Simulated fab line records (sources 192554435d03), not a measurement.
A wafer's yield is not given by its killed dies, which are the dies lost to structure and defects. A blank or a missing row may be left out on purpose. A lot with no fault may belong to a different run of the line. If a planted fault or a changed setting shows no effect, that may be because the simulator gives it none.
Lot-split experiment + flow n5Finfet + on a route of 1938 steps: 7 lots, 21 wafers read

== SPLIT DETAILS ==
At N5_BEOL_M0_SAQP_COAT_69 (time 60 s, resist thk 90 nm), the setting spinRpm was moved away from the recipe's 1500 rpm on 7 of the 21 wafers read, by -9.5% to +4.3%. The other wafers ran this setting at the recipe's value.

== FROM THE SPLIT TO THE READING: what the file shows between them, 9 steps ==
- N5_BEOL_M0_SAQP_COAT_72: time 60 s, resist thk 15 nm
- N5_BEOL_M0_SAQP_COAT_87: time 60 s, resist thk 5 nm
- N5_BEOL_M0_SAQP_STRIP_89: strips in N2/H2
- N5_BEOL_M0_SAQP_ALD_48: deposits SiO2, target thk 20 nm, pulse time 1 s, co reactant pulse time 1 s
- N5_BEOL_M0_SAQP_ETCH_49: etches SiO2 in CF4/O2, target depth 37 nm
- N5_BEOL_M0_SAQP_STRIP_75: strips in CF4
- N5_BEOL_M0_CUTY_COAT_50: time 60 s, resist thk 15 nm
- N5_BEOL_M0_CUTY_DESCUM_61: chemistry O2, time 7.9 s
- N5_BEOL_M0_CUTY_ETCH_62: etches SiARC in CF4, time 58.5 s

== THE READING ==
etch.depthNm (the simulator's own value, which no gauge read), in nm, at N5_BEOL_M0_CUTY_ETCH_63 (etches SOC in N2/H2, target depth 82.7 nm, overetch 16.5 nm, time 124 s). The file does not state a usual value for it. Here, 14 wafers ran the recipe; their average is 70.40 nm with a standard deviation of 0.42 nm.

| wafer  | tool, chamber at the split | spinRpm as run, rpm | against the recipe | etch.depthNm, nm | against lot-mates on the recipe |
|--------|----------------------------|---------------------|--------------------|------------------|---------------------------------|
| L075.1 | lithoTrack-04, 0           | 1415                | -5.7%              | 73.29            | +3.16                           |
| L075.2 | lithoTrack-04, 0           | 1500                | recipe             | 70.02            | -                               |
| L075.3 | lithoTrack-04, 0           | 1500                | recipe             | 70.25            | -                               |
| L076.2 | lithoTrack-01, 0           | 1500                | recipe             | 70.05            | -                               |
| L076.4 | lithoTrack-01, 0           | 1559                | +3.9%              | 68.78            | -1.27                           |
| L076.6 | lithoTrack-01, 0           | 1559                | +3.9%              | 68.76            | -1.29                           |
| L081.2 | lithoTrack-04, 0           | 1500                | recipe             | 69.98            | -                               |
| L081.3 | lithoTrack-04, 0           | 1500                | recipe             | 70.09            | -                               |
| L081.6 | lithoTrack-04, 0           | 1500                | recipe             | 69.78            | -                               |
| L086.1 | lithoTrack-01, 0           | 1500                | recipe             | 70.61            | -                               |
| L086.3 | lithoTrack-01, 0           | 1357                | -9.5%              | 74.87            | +4.27                           |
| L086.5 | lithoTrack-01, 0           | 1500                | recipe             | 70.6             | -                               |
| L087.3 | lithoTrack-05, 0           | 1500                | recipe             | 70.76            | -                               |
| L087.4 | lithoTrack-05, 0           | 1500                | recipe             | 71.08            | -                               |
| L087.5 | lithoTrack-05, 0           | 1500                | recipe             | 70.77            | -                               |
| L091.2 | lithoTrack-01, 0           | 1416                | -5.6%              | 73.15            | +2.50                           |
| L091.3 | lithoTrack-01, 0           | 1500                | recipe             | 71.19            | -                               |
| L091.4 | lithoTrack-01, 0           | 1500                | recipe             | 70.12            | -                               |
| L092.1 | lithoTrack-04, 0           | 1564                | +4.3%              | 69.05            | -1.23                           |
| L092.4 | lithoTrack-04, 0           | 1564                | +4.3%              | 68.5             | -1.78                           |
| L092.6 | lithoTrack-04, 0           | 1500                | recipe             | 70.28            | -                               |

THE FIT
A straight line over all 21 wafers: etch.depthNm changes by -0.454 nm for each +1% of spinRpm; r = -0.97; the points scatter about the line by 0.39 nm.
The same after taking each lot's own level away (the mean of its wafers on the recipe; 21 wafers): -0.428 nm for each +1%; r = -0.98; scatter 0.3 nm.
The reading moves by 4.1 nm for the largest change in spinRpm, on that fit.
The span of the lots' own levels, 69.950 to 70.870 nm, comes to 2.2 times the standard deviation stated above.
Consequently the slope shifts little with the lot-to-lot level, the two slopes agreeing.
Check: with one of the wafers moved furthest among these (-9.5%) left out of the fit, the line predicts +4.15 nm for it against its lot-mates. It came out at +4.27 nm against them.

== ADDITIONAL SPLITS CARRIED BY THESE WAFERS ==
Before the reading, these wafers also passed through other splits. Each is held against what the fit with the lots' levels taken away leaves over:
| other split on the same wafers      | wafers away from the commonest value | r with etch.depthNm (lot level and that fit taken away) |
|-------------------------------------|--------------------------------------|---------------------------------------------------------|
| N5_MOL_CONTACT_COAG_COAT_64 spinRpm | 4                                    | +0.32                                                   |
| N5_BEOL_M0_SAQP_ETCH_107 sourceW    | 8                                    | -0.01                                                   |

== THE WHOLE CHAIN: every reading that the file lists as answering this split, in the file's order ==
| step                    | what it does                                                            | reading                                                                            | change (the file's fit)               | r (the file's) |
|-------------------------|-------------------------------------------------------------------------|------------------------------------------------------------------------------------|---------------------------------------|----------------|
| N5_BEOL_M0_SAQP_COAT_69 | time 60 s, resist thk 90 nm                                             | SOC_of_BEOL_M0_SAQP_COAT_69.thkNm (the simulator's own value, which no gauge read) | -0.435 nm for each +1% of the setting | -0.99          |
| N5_BEOL_M0_SAQP_ETCH_49 | etches SiO2 in CF4/O2, target depth 37 nm                               | SOC_of_BEOL_M0_SAQP_COAT_69.thkNm (the simulator's own value, which no gauge read) | -0.44 nm for each +1% of the setting  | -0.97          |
| N5_BEOL_M0_CUTY_ETCH_63 | etches SOC in N2/H2, target depth 82.7 nm, overetch 16.5 nm, time 124 s | etch.depthNm (the simulator's own value, which no gauge read)                      | -0.447 nm for each +1% of the setting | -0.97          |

== FILE'S OWN FIT ==
etch.depthNm changes by -0.447 nm for each +1% of spinRpm, r = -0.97.
